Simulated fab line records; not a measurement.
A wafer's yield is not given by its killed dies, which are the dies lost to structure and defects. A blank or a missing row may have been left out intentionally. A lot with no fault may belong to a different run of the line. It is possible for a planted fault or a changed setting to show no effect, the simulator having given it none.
Chamber matching	flow n5-finfet	ald-metal-02 running N5_BEOL_M10_ALD_74: 4 sister chambers
The step deposits TaN, target thk 2 nm, pulse time 2 s, purge time 3 s. 4 wafers are shown with their chamber, then 8 later ones without.

## EACH WAFER AND ITS CHAMBER
wafer	chamber	heater-power-w (W)
L080.3	0	358
L080.6	3	467
L089.6	1	451
L090.1	2	378

## WAFERS MISSING THEIR CHAMBER
wafer	heater-power-w (W)
L090.2	468
L090.6	467
L093.1	460
L093.3	458
L093.4	458
L095.2	381
L095.4	452
L095.5	418

## CHAMBER TAKEN BY EACH
wafer	from the rows above	in truth
L090.2	can't be placed: 3 or 1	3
L090.6	can't be placed: 3 or 1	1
L093.1	can't be placed: 3 or 1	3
L093.3	can't be placed: 1 or 3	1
L093.4	can't be placed: 1 or 3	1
L095.2	can't be placed: 2 or 0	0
L095.4	can't be placed: 1 or 3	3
L095.5	can't be placed: 1 or 2 or 3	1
Correct placement for 0 of the 8. Unplaceable from these rows: 8, with the true chamber sitting among the candidates in 8. 0 placed wrongly.
How it was worked out, from the rows above alone: a wafer's distance from a chamber is the root of the sum, over the readings, of the square of ((its reading less the chamber's mean) divided by the reading's scatter). The wafer belongs to the nearest chamber; if the next one is less than 2 further off, it can't be placed. Each chamber's mean is taken over the wafers shown for it. The scatter: with one shown wafer a chamber, the root of the mean of the squares of how far each hidden wafer lies from its nearest shown one.
